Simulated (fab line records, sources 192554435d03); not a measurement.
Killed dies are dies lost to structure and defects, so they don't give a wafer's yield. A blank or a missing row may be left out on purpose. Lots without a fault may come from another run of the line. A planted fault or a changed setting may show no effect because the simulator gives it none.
A struck lot beside a sound one | flow n5_finfet | 15 steps out of a route of 1938
Sound: wafers L254.4, L254.5, L254.6. Struck: wafers L247.1, L247.3, L247.5. The cause comes at the end.
At each step with rows: each side's tool, then ch and its chambers, then its first start. Under that, the readings that differ: sound wafers | struck wafers | difference of the means | sigmas: that difference in standard deviations of wafers without a fault.
alike: readings whose means differ by less than 2 such deviations, and words and numbers that are the same on both sides. not compared: withheld readings, readings that some wafer has no value for, bounds like >300 that may hide the same value, and numbers for which the record gives no deviation and whose values overlap.
The two part at a step that has a row with sigmas, a row that says differs or no value, or rows on one side only. Numbers that don't overlap but have no deviation are shown without sigmas and don't part them. A reading that every wafer of one side lacks parts them only if that side has two wafers or more.

N5_SD_EPI_P_ETCH_37: etches SOC in N2/H2, overetch 108 nm, time 486 s.
  sound on rie_diel-03 ch 2,3, day 6 19:00; struck on rie_diel-06 ch 0,2,3, day 5 04:06
  alike: chamber_pressure_mTorr, drypump_motor_current_A, oes_product_au, rf_vpp_V, showerhead_plenum_p_Torr, throttle_valve_pct
  not compared: rf_hours_counter_h
then, 1 step without rows for these wafers: N5_SD_EPI_P_STRIP_38 (strips in N2/H2).
N5_SD_EPI_P_ETCHBACK_46: etches SiNx in CH3F/O2, stops on SiO2, target depth 17.5 nm.
  sound on rie_diel-03 ch 2,3, day 6 19:20; struck on rie_diel-06 ch 0,2,3, day 5 04:25
  alike: chamber_pressure_mTorr, drypump_motor_current_A, mfc_ar_sccm, oes_f_703_au, oes_product_au, rf_vpp_V, showerhead_plenum_p_Torr, throttle_valve_pct
  not compared: rf_hours_counter_h
N5_SD_EPI_P_ETCH_47: etches SiOCN in CH3F/O2, target depth 25 nm.
  sound on rie_diel-03 ch 2,3, day 6 19:26; struck on rie_diel-06 ch 0,2,3, day 5 04:31
  alike: chamber_pressure_mTorr, drypump_motor_current_A, mfc_ar_sccm, oes_f_703_au, oes_product_au, rf_vpp_V, showerhead_plenum_p_Torr, throttle_valve_pct
  not compared: rf_hours_counter_h
N5_SD_EPI_P_ETCH_16: etches SiO2 in CHF3/O2, target depth 5 nm.
  sound on rie_diel-03 ch 2,3, day 6 19:32; struck on rie_diel-06 ch 0,2,3, day 5 04:37
  alike: chamber_pressure_mTorr, drypump_motor_current_A, mfc_ar_sccm, oes_f_703_au, oes_product_au, rf_vpp_V, showerhead_plenum_p_Torr, throttle_valve_pct
  not compared: rf_hours_counter_h
then, 1 step without rows for these wafers: N5_SD_EPI_P_STRIP_50 (strips in CHF3/O2).
N5_SD_EPI_P_SD_RECESS_17: chemistry HBr/Cl2/O2, target depth 39.1 nm, bt time 3 s.
  sound on rie_si-06 ch 0,1,3, day 6 19:36; struck on rie_si-04 ch 0,1, day 5 04:41
  alike: chamber_pressure_mTorr, drypump_motor_current_A, oes_product_au, throttle_valve_pct
  not compared: rf_hours_counter_h
then, 5 steps without rows for these wafers: N5_SD_EPI_P_WET_ETCH_45 (etches SiO2 in dHF, time 10.7 s, target depth 2 nm, rinse time 30 s); N5_SD_EPI_P_STRIP_40 (strips in N2/H2); N5_SD_EPI_P_PRECLEAN_52 (cleans in O3/DIW, time 60 s); N5_SD_EPI_P_SRD_20 (time 30 s); N5_SD_EPI_P_PRECLEAN_51 (cleans in NF3:NH3, afs cycles 1, time 20 s, sublimation time 60 s).
N5_SD_EPI_P_VAPOR_ETCH_44: etches SiGe30 in NF3/Ar, time 3.3 s.
  sound on epi_rpcvd-01 ch 0, day 6 20:16; struck on epi_rpcvd-02 ch 0, day 5 05:37
  alike: susceptor_temp_C
then, 1 step without rows for these wafers: N5_SD_EPI_P_EPI_21 (deposits SiGe:B, time 355 s).
N5_PASSIVATION_PROBE_49:
  the record has rows for the sound wafers here (prober-02, day 15 11:33) and none for the struck ones

WHERE THEY PART
Only at N5_PASSIVATION_PROBE_49, within this record.

WHY: what the simulator had put in
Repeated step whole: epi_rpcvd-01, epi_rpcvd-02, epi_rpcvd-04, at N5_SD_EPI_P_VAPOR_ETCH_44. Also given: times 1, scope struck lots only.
